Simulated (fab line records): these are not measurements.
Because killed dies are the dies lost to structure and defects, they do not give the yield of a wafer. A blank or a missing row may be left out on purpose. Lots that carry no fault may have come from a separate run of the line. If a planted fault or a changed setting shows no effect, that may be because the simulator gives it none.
A lot that was struck, set against a sound lot / flow n5-finfet / 26 out of 1938 route steps
Sound: wafers L552.2, L552.3, L552.5. The struck wafers were L558.1, L558.5, L558.6. The cause comes at the end.
Order at every step that has rows: each side's tool, ch and its chambers, its first start. Under that, the readings that differ: sound wafers / struck wafers / difference of the means / sigmas: that difference in standard deviations of wafers without a fault.
alike: same words and numbers on both sides, and readings whose means sit less than 2 such deviations apart. not compared: any withheld reading, any reading some wafer has no value for, any bound like >300 that may hide the same value, and any number with overlapping values for which the record gives no deviation.
The two part at a step that has a row with sigmas, a row that says differs or no value, or rows on one side only. Numbers that don't overlap but have no deviation are shown without sigmas and don't part them. Lack of a reading on every wafer of one side parts them only where that side has two or more wafers.

first, 2 steps without rows for these wafers: N5_BEOL_M5_STRIP_63 (strips in N2/H2); N5_BEOL_M5_STRIP_73 (strips in N2/H2).
N5_BEOL_M5_STRIP_64: strips in CF4.
  sound on rie-diel-01 ch 0,2,3, day 11 10:01; struck on rie-diel-01 ch 1,2,3, day 13 10:50
  alike: cf4-flow-sccm, chamber-pressure-mTorr, drypump-motor-current-A, oes-product-au, rf-vpp-V, showerhead-plenum-p-Torr, throttle-valve-pct
  not compared: rf-hours-counter-h
N5_BEOL_M5_HM_OPEN_17: chemistry Cl2/BCl3, target TiN, target depth 20 nm, overetch 6 nm.
  sound on rie-metal-01 ch 0,1, day 11 10:04; struck on rie-metal-03 ch 0,1, day 13 10:53
  alike: chamber-pressure-mTorr, drypump-motor-current-A, mfc-cl2-sccm, oes-product-au, throttle-valve-pct
  not compared: rf-hours-counter-h
N5_BEOL_M5_STRIP_19: strips in O2.
  sound on rie-diel-01 ch 0,1,3, day 11 10:10; struck on rie-diel-05 ch 1,2, day 13 11:05
  alike: chamber-pressure-mTorr, drypump-motor-current-A, oes-product-au, rf-vpp-V, showerhead-plenum-p-Torr, temp-c, throttle-valve-pct
  not compared: rf-hours-counter-h
N5_BEOL_M5_CD_MEAS_18: pitch 56 nm, target cd 28 nm.
  struck on cd-sem-02, day 13 11:10; sound on cd-sem-01, day 11 10:14
  alike: cd-nm
then, 6 steps without rows for these wafers: N5_BEOL_M5_COAT_65 (time 60 s, resist thk 60 nm); N5_BEOL_M5_COAT_66 (time 60 s, resist thk 12 nm); N5_BEOL_M5_COAT_74 (time 60 s, resist thk 5 nm); N5_BEOL_M5_COAT_22 (resist thk 30 nm); N5_BEOL_M5_EBR_24; N5_BEOL_M5_SOFTBAKE_23 (time 60 s).
N5_BEOL_M5_EXPOSE_25: exposes mask V4, defocus 10 nm.
  sound on euv-scanner-01 ch 0, day 11 10:25; struck on euv-scanner-01 ch 0, day 13 11:20
reading=exposure-dose-mJ-cm2; sound=52.62 52.68 52.71; struck=54.91 54.86 54.83; difference=+2.20; sigmas=+46
  alike: mask
then, 2 steps without rows for these wafers: N5_BEOL_M5_PEB_26 (peb time 60 s); N5_BEOL_M5_DEVELOP_27 (develop time 30 s).
N5_BEOL_M5_CD_MEAS_28: target cd 30.6 nm, target cd y 20 nm.
  sound on cd-sem-03 ch 0, day 11 10:33; struck on cd-sem-01 ch 0, day 13 11:29
reading=cd-nm (nm); sound=30.82 30.56 30.62; struck=31.13 31.56 31.60; difference=+0.76; sigmas=+3
N5_BEOL_M5_OVL_MEAS_29:
  sound on overlay-02 ch 0, day 11 10:35; struck on overlay-01 ch 0, day 13 11:31
reading=V4_OVL (nm); sound=-1.4 0.0 -0.3; struck=0.5 0.9 1.4; difference=+1.5; sigmas=+2
N5_BEOL_M5_INSPECT_30: inspects for defects (brightfield).
  struck on defect-inspect-02, day 13 11:34; sound on defect-inspect-02, day 11 10:38
  alike: raw-defect-count
N5_BEOL_M5_DESCUM_33: chemistry O2, time 7 s.
  sound on rie-diel-05 ch 0,2,3, day 11 10:44; struck on rie-diel-01 ch 0,3, day 13 11:36
  alike: chamber-pressure-mTorr, drypump-motor-current-A, oes-product-au, rf-vpp-V, showerhead-plenum-p-Torr, temp-c, throttle-valve-pct
  not compared: rf-hours-counter-h
N5_BEOL_M5_ETCH_75: etches underlayer in N2/H2, target depth 6.5 nm, time 5.2 s.
  sound on rie-diel-05 ch 0,2,3, day 11 10:46; struck on rie-diel-01 ch 0,3, day 13 11:38
  alike: chamber-pressure-mTorr, drypump-motor-current-A, etch-rf-on-time-s, h2-flow-sccm, oes-product-au, rf-vpp-V, showerhead-plenum-p-Torr, throttle-valve-pct
  not compared: rf-hours-counter-h, model.BEOL_M5.cd-nm
then, 1 step without rows for these wafers: N5_BEOL_M5_ETCH_67 (etches SiARC in CF4, target depth 15.6 nm, time 26 s).
N5_BEOL_M5_ETCH_68: etches SOC in N2/H2, target depth 80 nm, overetch 16 nm, time 120 s.
  sound on rie-diel-05 ch 0,2,3, day 11 10:49; struck on rie-diel-01 ch 0,3, day 13 11:41
reading=throttle-valve-pct (%); sound=17.44 17.48 17.77; struck=18.08 18.08 17.95; difference=+0.47; sigmas=+2
  alike: chamber-pressure-mTorr, drypump-motor-current-A, h2-flow-sccm, oes-product-au, rf-vpp-V, showerhead-plenum-p-Torr, temp-c
  not compared: rf-hours-counter-h
then, 2 steps without rows for these wafers: N5_BEOL_M5_STRIP_69 (strips in N2/H2); N5_BEOL_M5_STRIP_76 (strips in N2/H2).
N5_BEOL_M5_VIA_ETCH_34: etches SiCOH lowk in C4F6/O2, target depth 88.3 nm, time 39.2 s.
  sound on rie-diel-05 ch 0,2,3, day 11 10:55; struck on rie-diel-01 ch 0,3, day 13 11:47
  alike: chamber-pressure-mTorr, drypump-motor-current-A, oes-product-au, rf-vpp-V, showerhead-plenum-p-Torr, throttle-valve-pct
  not compared: rf-hours-counter-h, model.BEOL_M5.cd-nm
then, 1 step without rows for these wafers: N5_BEOL_M5_STRIP_85 (strips in C4F6/O2).

## WHERE THEY PART
First at N5_BEOL_M5_EXPOSE_25; last, within this record, at N5_BEOL_M5_ETCH_68. Later steps at which nothing parts them and some readings are alike: N5_BEOL_M5_VIA_ETCH_34.

WHY: what had been put in by the simulator
Drift in process parameters on euv-scanner-01 at N5_BEOL_M5_EXPOSE_25, starting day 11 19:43. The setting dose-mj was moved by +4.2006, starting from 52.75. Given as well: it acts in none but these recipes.
